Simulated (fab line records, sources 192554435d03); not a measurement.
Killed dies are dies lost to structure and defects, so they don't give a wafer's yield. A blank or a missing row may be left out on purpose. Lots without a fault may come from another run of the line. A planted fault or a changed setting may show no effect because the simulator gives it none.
One fault seen from 3 desks | flow n5_finfet | each desk has only its own numbers; what lay behind them comes last

THE TOOL OWNER'S DESK: rie_diel-04
The tool's own readings at N5_BEOL_M12_ETCH_68 (etches SOC in N2/H2, time 285 s): means of the sampled wafers that have a number, for each lot that ran on this tool. A lot is out of limits, marked OUT, if its mean lies more than 4 standard deviations from the usual mean; the brackets give that distance.
Columns: A = chamber_pressure_mTorr at N5_BEOL_M12_ETCH_68, usual 30.004 mTorr; B = drypump_motor_current_A at N5_BEOL_M12_ETCH_68, usual 5.5 A; C = oes_product_au at N5_BEOL_M12_ETCH_68, usual 0.80 a.u.; D = rf_vpp_V at N5_BEOL_M12_ETCH_68, usual 524.4 V; E = showerhead_plenum_p_Torr at N5_BEOL_M12_ETCH_68, usual 2.56 Torr; F = temp_c at N5_BEOL_M12_ETCH_68, usual 39.99 C; G = throttle_valve_pct at N5_BEOL_M12_ETCH_68, usual 17.60 %
lot  | first seen here | A      | B   | C    | D     | E    | F     | G
L333 | day 13 13:48    | 30.036 | 5.6 | 0.89 | 525.4 | 2.59 | 39.97 | 17.64
L335 | day 14 15:08    | 29.978 | 5.7 | 0.84 | 523.9 | 2.54 | 39.90 | 17.63
L337 | day 15 01:23    | 30.016 | 5.5 | 0.86 | 525.5 | 2.59 | 40.05 | 17.64
L341 | day 16 02:05    | 29.983 | 5.3 | 0.81 | 524.2 | 2.58 | 39.98 | 17.71
This desk's finding: nothing out of limits on any of the 4 lots.

THE DEFECT DESK
What the inspections along the route counted, lot by lot: means of the sampled wafers that have a number. A lot is out of limits, marked OUT, if its mean lies more than 4 standard deviations from the usual mean; the brackets give that distance.
Columns: A = raw_defect_count at N5_BEOL_M12_INSPECT_30, usual 2.0
lot  | first seen here | A
L333 | day 13 13:35    | 2.0
L335 | day 14 14:51    | 1.3
L337 | day 15 01:10    | 2.7
L341 | day 16 01:50    | 2.0
L344 | day 17 00:23    | 1.0
L345 | day 17 09:17    | 1.7
This desk's finding: nothing out of limits on any of the 6 lots.

THE METROLOGY DESK
What the gauges read, lot by lot, whatever tool the lot ran on: means of the sampled wafers that have a number. A lot is out of limits, marked OUT, if its mean lies more than 4 standard deviations from the usual mean; the brackets give that distance.
Columns: A = cd_nm at N5_BEOL_M12_CD_MEAS_28, usual 160.0 nm; B = M12_OVL at N5_BEOL_M12_OVL_MEAS_29, usual -2 nm
lot  | first seen here | A     | B
L333 | day 13 13:32    | 158.7 | -0
L335 | day 14 14:47    | 159.1 | -1
L337 | day 15 01:07    | 157.6 | 3
L341 | day 16 01:47    | 158.5 | -8
L344 | day 17 00:20    | 161.1 | -3
L345 | day 17 09:13    | 162.3 | 0
This desk's finding: nothing out of limits on any of the 6 lots.

PUT TOGETHER
The tool owner's desk saw nothing out of limits.
The defect desk saw nothing out of limits.
The metrology desk saw nothing out of limits.

WHAT THE SIMULATOR HAD PUT IN
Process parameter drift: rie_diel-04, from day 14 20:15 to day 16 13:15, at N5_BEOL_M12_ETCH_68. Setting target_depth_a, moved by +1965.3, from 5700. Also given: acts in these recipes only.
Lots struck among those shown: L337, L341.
